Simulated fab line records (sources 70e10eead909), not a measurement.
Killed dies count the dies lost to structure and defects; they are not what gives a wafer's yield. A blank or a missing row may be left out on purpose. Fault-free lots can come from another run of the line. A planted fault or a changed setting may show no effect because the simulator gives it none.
fab line records -- flow nand-harc
[record] lots = 6, wafers = 18, last-day = 33
route steps=1302 shown A_CHANNEL_HOLE_D2@603 A_CHANNEL_FILL_D2@610 END@1302
lots untouched by any fault: they come from a run of this same line in which no faults occurred
start-h: start of the lot's first displayed wafer, in hours after the record's first day -- wait-h: hours elapsed since this lot's preceding step -- " unchanged from the row above -- L1.1+2: several wafers, shown together as one row -- - no value, or no start was given -- * or withheld: withheld -- < > ~ a bound
route shown NAME@n: a module of which the file shows steps, and the number in the route of the first -- usual: average and standard deviation across the fault-free wafers -- same: alike in all rows -- chamber/n: place in a boat -- sites: each site's reading -- _std_site: standard deviation across them -- _edge_site: outer sites' mean less inner sites' -- radius-mm: how far each site lies from the wafer's centre -- mask NAME#n: copy n -- behind: the last tool/chamber to shape the wafer -- hold: the reason the lot was held/the length of the hold in hours/how it ended -- device: the n, p or np transistor that did not switch -- end of line: tests of these same wafers at the route's end -- where a step has no rows: the recipe by itself -- killed: count of dies lost to structure and defects at first sort (not the wafer's yield) -- map: a wafer's dies, marking killed ones x, the rest . and places with no die _
set.NAME: setting as actually run; set.NAME@STEP: the setting as run at that earlier step -- model.NAME: the simulator's own value behind a step, which no gauge read
lots at selected steps of the route; one table per step, one row per wafer
services: the hour from which a tool's chamber was out of use, counted from the record's first day as start-h (under 0 if before that day), plus the number of hours and why
[[steps]]
[step NHARC_A_CHANNEL_HOLE_D2_ETCH_44]
[recipe] target-depth-a = 1400, overetch-a = 140, time-s = 77, ion-energy-ev = 100, cf4-flow-sccm = 80, o2-flow-sccm = 20, ar-flow-sccm = 0, rf-w = 300, bias-w = 100, chemistry = CF4/O2
[usual] cf4-flow-sccm = 80.02/0.24, drypump-motor-current-A = 5.8/0.48, o2-flow-sccm = 20.00/0.064, oes-product-au = 0.997/0.012, rf-vpp-V = 197.6/1.6, showerhead-plenum-p-Torr = 1.32/0.068, throttle-valve-pct = 13.398/0.0095
lot.wafer,tool,chamber,start-h,wait-h,cf4-flow-sccm,drypump-motor-current-A,o2-flow-sccm,oes-product-au,rf-hours-counter-h,rf-vpp-V,showerhead-plenum-p-Torr,throttle-valve-pct
L772.3,rie-diel-01,3,339.46,0.1,79.97,5.2,20.02,0.989,7.3,200.4,1.43,13.391
L772.4,rie-diel-01,1,339.46,0.1,79.90,5.7,19.98,1.003,8.3,195.7,1.26,13.403
L772.5,rie-diel-01,2,339.46,0.1,80.18,5.7,20.06,1.008,-,195.8,1.25,13.408
L770.1,rie-diel-01,2,342.49,0.9,80.12,5.7,20.09,1.010,7.6,195.5,1.25,13.394
L770.3,rie-diel-01,0,342.49,0.9,79.81,6.5,20.08,0.987,7.6,197.8,1.33,13.396
L770.5,rie-diel-01,2,342.49,0.9,79.93,5.7,20.00,1.006,-,196.6,1.25,13.392
L779.2,rie-diel-01,1,430.34,0.1,80.09,5.7,20.12,1.008,3.2,197.9,1.26,13.406
L779.3,rie-diel-01,2,430.34,0.1,80.61,5.7,20.10,1.011,3.0,196.7,1.24,13.405
L779.5,rie-diel-01,3,430.34,0.1,80.14,5.2,20.08,1.016,-,199.3,1.43,13.402
L780.2,rie-diel-02,3,447.69,0.1,80.25,5.6,20.02,1.001,1.3,197.4,1.30,13.379
L780.5,rie-diel-02,0,447.69,0.1,80.25,6.7,20.07,0.974,-,196.4,1.29,13.390
L780.6,rie-diel-02,2,447.69,0.1,80.33,5.8,20.02,1.003,-,199.3,1.42,13.379
L789.3,rie-diel-01,2,510.29,0.1,79.56,5.7,20.09,0.981,8.2,195.9,1.24,13.394
L789.5,rie-diel-01,1,510.29,0.1,80.09,5.7,20.00,0.994,-,196.2,1.26,13.378
L789.6,rie-diel-01,2,510.29,0.1,79.93,5.7,20.06,0.980,-,196.3,1.24,13.409
L790.2,rie-diel-01,1,528.64,0.1,80.40,5.7,20.04,1.010,8.3,196.3,1.26,13.405
L790.3,rie-diel-01,0,528.64,0.1,79.68,6.5,19.98,1.011,8.6,197.6,1.32,13.387
L790.5,rie-diel-01,2,528.64,0.1,79.80,5.7,19.95,1.003,-,194.4,1.24,13.388
[step NHARC_A_CHANNEL_HOLE_D2_STRIP_28]
[recipe] o2-flow-sccm = 500, ar-flow-sccm = 0, bias-w = 0, chemistry = O2
[usual] drypump-motor-current-A = 5.8/0.48, o2-flow-sccm = 500.2/1.5, oes-product-au = 1.000/0.013, rf-vpp-V = 57.8/0.91, showerhead-plenum-p-Torr = 3.50/0.17, throttle-valve-pct = 17.037/0.0084
lot.wafer,tool,chamber,start-h,wait-h,drypump-motor-current-A,o2-flow-sccm,oes-product-au,rf-hours-counter-h,rf-vpp-V,showerhead-plenum-p-Torr,throttle-valve-pct
L772.4,rie-diel-01,3,-,-,5.3,501.0,1.000,7.4,57.8,3.77,17.047
L772.3,rie-diel-01,1,-,-,5.8,501.0,0.997,8.4,56.6,3.34,17.033
L772.5,rie-diel-01,2,-,-,5.7,498.9,1.011,-,56.5,3.30,17.023
L770.1,rie-diel-01,3,-,-,5.2,500.2,1.000,7.6,57.3,3.77,17.034
L770.3,rie-diel-01,0,-,-,6.6,500.7,0.980,7.6,58.3,3.50,17.055
L770.5,rie-diel-01,2,-,-,5.7,503.5,1.010,-,57.3,3.30,17.048
L779.3,rie-diel-01,2,-,-,5.7,500.1,1.012,3.1,56.1,3.30,17.029
L779.2,rie-diel-01,1,-,-,5.7,499.6,0.997,3.3,57.3,3.34,17.036
L779.5,rie-diel-01,2,-,-,5.7,500.3,1.011,-,57.7,3.30,17.038
L780.2,rie-diel-02,0,-,-,6.7,499.8,0.971,1.8,56.9,3.40,17.038
L780.6,rie-diel-02,2,-,-,5.8,499.4,0.996,-,59.2,3.74,17.039
L780.5,rie-diel-02,3,-,-,5.7,500.5,1.002,-,57.9,3.44,17.035
L789.3,rie-diel-01,1,-,-,5.7,501.9,1.006,7.2,56.9,3.34,17.027
L789.5,rie-diel-01,3,-,-,5.3,500.5,1.008,-,57.7,3.76,17.042
L789.6,rie-diel-01,0,-,-,6.5,500.9,1.011,-,57.6,3.50,17.027
L790.3,rie-diel-01,2,-,-,5.7,500.3,1.002,9.2,57.2,3.30,17.038
L790.2,rie-diel-01,3,-,-,5.2,500.2,1.006,9.2,58.1,3.76,17.031
L790.5,rie-diel-01,3,-,-,5.3,501.0,1.008,-,58.7,3.76,17.048
[step NHARC_A_CHANNEL_HOLE_D2_PRECLEAN_29]
[recipe] time-s = *, temp-c = 50, bath-age-min = 0, chemistry = SC1
[step NHARC_A_CHANNEL_HOLE_D2_SRD_30]
[step NHARC_A_CHANNEL_HOLE_D2_CD_MEAS_31]
[usual] cd-nm = 91.0/1.6
lot.wafer,tool,chamber,start-h,wait-h,cd-nm
L772.3,cd-sem-01,-,340.26,-,90.9
L772.4,cd-sem-01,-,340.26,-,91.0
L772.5,cd-sem-01,-,340.26,-,92.1
L770.1,cd-sem-02,-,343.29,-,91.8
L770.3,cd-sem-02,-,343.29,-,89.2
L770.5,cd-sem-02,-,343.29,-,91.0
L779.2,cd-sem-02,-,431.12,-,86.8
L779.3,cd-sem-02,-,431.12,-,91.5
L779.5,cd-sem-02,-,431.12,-,91.5
L780.2,cd-sem-02,-,448.61,-,91.4
L780.5,cd-sem-02,-,448.61,-,91.4
L780.6,cd-sem-02,-,448.61,-,90.6
L789.3,cd-sem-02,-,511.08,-,91.6
L789.5,cd-sem-02,-,511.08,-,89.0
L789.6,cd-sem-02,-,511.08,-,92.3
L790.2,cd-sem-01,-,529.44,-,93.7
L790.3,cd-sem-01,-,529.44,-,95.1
L790.5,cd-sem-01,-,529.44,-,91.3
[step NHARC_A_CHANNEL_HOLE_D2_XSEM_32]
[recipe] landing-energy-ev = 35000
[usual] bot-cd-nm = 75.4/1.8, bow-nm = 8.69/0.26, tilt-deg = 0.08/0.043
[same] landing-energy-ev = 35000
lot.wafer,tool,chamber,start-h,wait-h,bot-cd-nm,bow-nm,tilt-deg
L772.3,xsem-01,0,340.34,0.1,75.1,8.93,0.11
L772.4,xsem-01,0,340.34,0.1,75.8,8.93,0.11
L772.5,xsem-01,0,340.34,0.1,76.0,8.96,0.11
L770.1,xsem-02,0,343.38,0.1,76.4,8.95,0.16
L770.3,xsem-02,0,343.38,0.1,73.0,8.84,0.16
L770.5,xsem-02,0,343.38,0.1,75.4,8.91,0.16
L779.2,xsem-02,0,431.21,0.1,71.0,9.28,0.09
L779.3,xsem-02,0,431.21,0.1,75.8,9.30,0.09
L779.5,xsem-02,0,431.21,0.1,76.0,9.28,0.09
L780.2,xsem-01,0,448.70,0.1,75.0,8.61,0.07
L780.5,xsem-01,0,448.70,0.1,75.2,8.64,0.07
L780.6,xsem-01,0,448.70,0.1,74.3,8.65,0.07
L789.3,xsem-02,0,511.18,0.1,75.8,8.23,0.02
L789.5,xsem-02,0,511.18,0.1,73.4,8.23,0.02
L789.6,xsem-02,0,511.18,0.1,77.6,8.24,0.02
L790.2,xsem-01,0,529.52,0.1,78.3,8.43,0.07
L790.3,xsem-01,0,529.52,0.1,80.4,8.61,0.07
L790.5,xsem-01,0,529.52,0.1,76.3,8.47,0.07
[step NHARC_A_CHANNEL_HOLE_D2_INSPECT_40]
[usual] raw-defect-count = 273/76
lot.wafer,tool,chamber,start-h,wait-h,raw-defect-count
L772.3,defect-inspect-01,-,340.44,-,179
L772.4,defect-inspect-01,-,340.44,-,295
L772.5,defect-inspect-01,-,340.44,-,226
L770.1,defect-inspect-01,-,343.48,-,324
L770.3,defect-inspect-01,-,343.48,-,205
L770.5,defect-inspect-01,-,343.48,-,231
L779.2,defect-inspect-02,-,431.31,-,206
L779.3,defect-inspect-02,-,431.31,-,183
L779.5,defect-inspect-02,-,431.31,-,283
L780.2,defect-inspect-01,-,448.80,-,207
L780.5,defect-inspect-01,-,448.80,-,243
L780.6,defect-inspect-01,-,448.80,-,265
L789.3,defect-inspect-02,-,511.27,-,239
L789.5,defect-inspect-02,-,511.27,-,226
L789.6,defect-inspect-02,-,511.27,-,201
L790.2,defect-inspect-02,-,529.62,-,199
L790.3,defect-inspect-02,-,529.62,-,332
L790.5,defect-inspect-02,-,529.62,-,397
[step NHARC_A_CHANNEL_FILL_D2_PRECLEAN_00]
[recipe] time-s = *, temp-c = 50, bath-age-min = 0, chemistry = SC1
[step NHARC_A_CHANNEL_FILL_D2_SRD_01]
[step NHARC_A_CHANNEL_FILL_D2_ALD_02]
[recipe] target-thk-a = 60, pulse-time-s = 10, ald-cycles = 60, temp-c = 300, material = SiO2
[usual] ald-cycles = 60/0, heater-power-w = 455/52, precursor-pulse-height-rel = 0.999/0.018
lot.wafer,tool,chamber,start-h,wait-h,ald-cycles,heater-power-w,precursor-pulse-height-rel,since-wet-clean-h
L772.4,ald-hk-03,2,340.77,-,60,516,0.976,117
L772.3,ald-hk-03,3,340.77,-,60,505,0.958,117
L772.5,ald-hk-03,1,340.77,-,60,473,0.989,-
L770.3,ald-hk-03,3,343.67,-,60,497,1.017,120
L770.1,ald-hk-03,2,343.67,-,60,502,1.035,120
L770.5,ald-hk-03,3,343.67,-,60,489,1.002,-
L779.3,ald-hk-01,2,431.65,-,60,418,1.013,125
L779.2,ald-hk-01,3,431.65,-,60,366,1.018,125
L779.5,ald-hk-01,0,431.65,-,60,411,1.016,-
L780.2,ald-hk-01,3,449.21,-,60,371,0.983,142
L780.6,ald-hk-01,0,449.21,-,60,412,1.036,-
L780.5,ald-hk-01,1,449.21,-,60,387,0.979,-
L789.3,ald-hk-02,2,511.56,-,60,442,0.994,152
L789.5,ald-hk-02,2,511.56,-,60,427,0.991,-
L789.6,ald-hk-02,3,511.56,-,60,484,0.985,-
L790.3,ald-hk-03,0,529.81,-,60,523,1.028,128
L790.2,ald-hk-03,1,529.81,-,60,448,0.972,128
L790.5,ald-hk-03,0,529.81,-,60,493,0.975,-
[step NHARC_A_CHANNEL_FILL_D2_ALD_03]
[recipe] target-thk-a = 60, pulse-time-s = 60, ald-cycles = 58, temp-c = 630, pressure-torr = 2, material = SiNx
[step NHARC_A_CHANNEL_FILL_D2_ALD_14]
[recipe] target-thk-a = 25, pulse-time-s = 10, ald-cycles = 25, temp-c = 300, material = SiO2
[usual] ald-cycles = 25/0, heater-power-w = 462/48, precursor-pulse-height-rel = 1.002/0.019
lot.wafer,tool,chamber,start-h,wait-h,ald-cycles,heater-power-w,precursor-pulse-height-rel,since-wet-clean-h
L772.4,ald-hk-02,0,347.70,0.1,25,525,1.037,166
L772.3,ald-hk-02,1,347.70,0.1,25,474,1.003,166
L772.5,ald-hk-02,0,347.70,0.1,25,534,1.020,-
L770.1,ald-hk-01,3,351.07,0.5,25,367,1.025,44
L770.3,ald-hk-01,2,351.07,0.5,25,414,0.972,44
L770.5,ald-hk-01,0,351.07,0.5,25,399,0.972,-
L779.3,ald-hk-02,2,438.53,0.1,25,445,1.017,79
L779.2,ald-hk-02,0,438.53,0.1,25,542,0.990,79
L779.5,ald-hk-02,1,438.53,0.1,25,431,1.030,-
L780.2,ald-hk-02,2,455.19,0.1,25,458,0.983,95
L780.5,ald-hk-02,1,455.19,0.1,25,432,1.032,-
L780.6,ald-hk-02,2,455.19,0.1,25,456,0.978,-
L789.3,ald-hk-02,0,518.64,0.1,25,529,0.999,159
L789.5,ald-hk-02,2,518.64,0.1,25,438,0.976,-
L789.6,ald-hk-02,3,518.64,0.1,25,488,1.006,-
L790.3,ald-hk-03,1,536.92,0.1,25,440,0.991,135
L790.2,ald-hk-03,2,536.92,0.1,25,491,1.037,135
L790.5,ald-hk-03,0,536.92,0.1,25,498,0.990,-
[step NHARC_A_CHANNEL_FILL_D2_ALD_15]
[recipe] target-thk-a = 20, pulse-time-s = 60, ald-cycles = 19, temp-c = 630, pressure-torr = 2, material = SiNx
[usual] ald-cycles = 19/0, precursor-pulse-height-rel = 1.000/0.019
lot.wafer,tool,chamber,start-h,wait-h,ald-cycles,precursor-pulse-height-rel
L772.3,ald-sin-batch-02,0,350.81,-,19,1.055
L772.4,ald-sin-batch-02,0,350.81,-,19,0.983
L772.5,ald-sin-batch-02,0,350.81,-,19,0.978
L770.1,ald-sin-batch-01,0,354.17,-,19,1.011
L770.3,ald-sin-batch-01,0,354.17,-,19,1.014
L770.5,ald-sin-batch-01,0,354.17,-,19,1.038
L779.2,ald-sin-batch-01,0,441.62,-,21,1.029
L779.3,ald-sin-batch-01,0,441.62,-,21,1.017
L779.5,ald-sin-batch-01,0,441.62,-,21,1.009
L780.2,ald-sin-batch-01,0,458.27,-,21,1.004
L780.5,ald-sin-batch-01,0,458.27,-,21,1.010
L780.6,ald-sin-batch-01,0,458.27,-,21,0.965
L789.3,ald-sin-batch-03,0,520.21,-,19,0.999
L789.5,ald-sin-batch-03,0,520.21,-,19,0.989
L789.6,ald-sin-batch-03,0,520.21,-,19,1.012
L790.2,ald-sin-batch-02,0,539.97,-,19,1.025
L790.3,ald-sin-batch-02,0,539.97,-,19,1.012
L790.5,ald-sin-batch-02,0,539.97,-,19,0.979
[step NHARC_A_CHANNEL_FILL_D2_ALD_16]
[recipe] target-thk-a = 15, pulse-time-s = 10, ald-cycles = 15, temp-c = 300, material = SiO2
[usual] heater-power-w = 462/49, precursor-pulse-height-rel = 1.000/0.018
lot.wafer,tool,chamber,start-h,wait-h,heater-power-w,precursor-pulse-height-rel,since-wet-clean-h
L772.4,ald-hk-03,3,352.91,0.1,494,0.969,129
L772.3,ald-hk-03,0,352.91,0.1,532,0.984,129
L772.5,ald-hk-03,3,352.91,0.1,493,1.006,-
L770.3,ald-hk-01,2,356.27,0.1,406,1.010,49
L770.1,ald-hk-01,3,356.27,0.1,363,1.002,49
L770.5,ald-hk-01,0,356.27,0.1,399,1.000,-
L779.3,ald-hk-01,2,447.25,3.6,409,1.026,140
L779.2,ald-hk-01,3,447.25,3.6,374,0.980,140
L779.5,ald-hk-01,2,447.25,3.6,408,1.010,-
L780.2,ald-hk-01,0,460.37,0.1,404,1.015,153
L780.6,ald-hk-01,3,460.37,0.1,371,1.007,-
L780.5,ald-hk-01,0,460.37,0.1,408,0.998,-
L789.3,ald-hk-03,2,522.36,0.1,488,1.027,120
L789.5,ald-hk-03,0,522.36,0.1,494,0.995,-
L789.6,ald-hk-03,1,522.36,0.1,454,1.022,-
L790.3,ald-hk-02,2,542.03,0.1,437,1.010,4
L790.2,ald-hk-02,0,542.03,0.1,510,0.999,4
L790.5,ald-hk-02,1,542.03,0.1,477,0.997,-
[step NHARC_A_CHANNEL_FILL_D2_ANNEAL_17]
[recipe] temp-c = 850, time-s = 1800
[step NHARC_END_SORT_01]
[recipe] temp-c = 25
[usual] killed-at-array = 59/17, killed-at-other = 0.9/1.6, killed-at-periphery = 3.7/2.3, killed-dies = 64/17, killed-open = 3.3/1.8, killed-short = 2.4/1.6
[same] gross-dies = 677
lot.wafer,tool,chamber,start-h,wait-h,killed-at-array,killed-at-other,killed-at-periphery,killed-dies,killed-open,killed-short
L772.3,prober-02,0,606.68,3.1,37,0,1,38,5,3
L772.4,prober-02,0,607.48,3.4,44,0,3,47,4,3
L772.5,prober-02,0,608.29,3.7,52,0,0,52,3,1
// killed by level:class
L772.3 A_CHANNEL_HOLE_D2:chamber-film-flake=24 A_CONTACT:chamber-film-flake=4 P_CONTACT:geometric-particle:open=1 A_CHANNEL_FILL_D1:geometric-particle:open=1 A_CHANNEL_FILL_D1:geometric-particle:short=1 A_DECK1_JOINT:geometric-particle:short=1 A_SGD_CUT:geometric-particle:short=1 A_SLIT:geometric-particle:open=1
L772.4 A_CHANNEL_HOLE_D2:chamber-film-flake=31 A_M1:chamber-film-flake=4 A_CHANNEL_HOLE_D1:chamber-film-flake=2 A_CONTACT:chamber-film-flake=2 P_GATE:geometric-particle:open=1 P_CONTACT:geometric-particle:short=1 P_M0:geometric-particle:open=1 A_ONON_D1:geometric-particle:short=1
L772.5 A_CHANNEL_HOLE_D2:chamber-film-flake=36 A_CONTACT:chamber-film-flake=6 A_M1:chamber-film-flake=4 A_CHANNEL_FILL_D2:geometric-particle:open=1 A_M0:geometric-particle:short=1 A_M0:geometric-particle:open=1 A_M1:geometric-particle:open=1 A_ZERO_WELL:chamber-film-flake=1
[[services]]
tool,chamber,start-h,hours,kind
rie-diel-01,2,330.61,7.2,repair
rie-diel-01,0,335.41,-,clean
rie-diel-01,1,335.41,-,clean
rie-diel-01,3,335.41,-,clean
ald-hk-02,-,342.46,1.2,repair
rie-diel-02,3,344.88,11.2,repair
ald-hk-02,-,350.04,10.0,pm
rie-diel-01,3,356.74,3.7,repair
rie-diel-01,0,359.91,-,clean
rie-diel-01,1,359.91,-,clean
rie-diel-01,2,359.91,-,clean
xsem-01,-,374.00,14.0,pm
rie-diel-02,0,374.45,14.2,repair
rie-diel-01,-,380.80,9.0,pm
rie-diel-02,1,386.65,4.8,repair
ald-hk-03,-,392.01,10.0,pm
rie-diel-02,-,393.72,9.0,pm
rie-diel-01,2,444.74,3.6,repair
rie-diel-02,1,446.25,15.4,repair
rie-diel-01,0,463.27,2.8,repair
rie-diel-01,1,493.59,5.4,repair
ald-sin-batch-01,-,506.89,26.0,pm
ald-hk-02,-,522.51,1.1,repair
ald-hk-02,-,528.04,10.0,pm
[[key]]
[first-sign] step = NHARC_A_CHANNEL_FILL_D2_ALD_15, reading = ald-cycles, direction = up, sigmas = 99+, usual = 19, struck = 21
effect none on later readings
met-at NHARC_A_CHANNEL_FILL_D2_ALD_15,NHARC_A_CHANNEL_FILL_D2_ALD_16
struck-wafers L779.2,L779.3,L779.5,L780.2,L780.5,L780.6
tester-left-out L779,L780
onset-between 356.27 441.62
[fault] kind = process-parameter-drift, tool = ald-sin-batch-01, chamber = -, onset-h = 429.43, steps = NHARC_A_CHANNEL_FILL_D2_ALD_15, channel = ald-cycles, offset = 2, shape = step, end-h = 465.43, acts-in = these-recipes-only, stated = 19
[fault] kind = process-parameter-drift, tool = ald-hk-01, chamber = 3, onset-h = 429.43, steps = NHARC_A_CHANNEL_FILL_D2_ALD_16, channel = ald-cycles, offset = 2, shape = step, end-h = 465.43, acts-in = these-recipes-only, stated = 15
// tester-left-out: of these lots the tester's yield and bins aren't shown, on N5 and GAA mostly nor the transistor test; their killed dies are dies lost to structure and defects alone, not to doping, threshold or leakage, so they don't give the yield
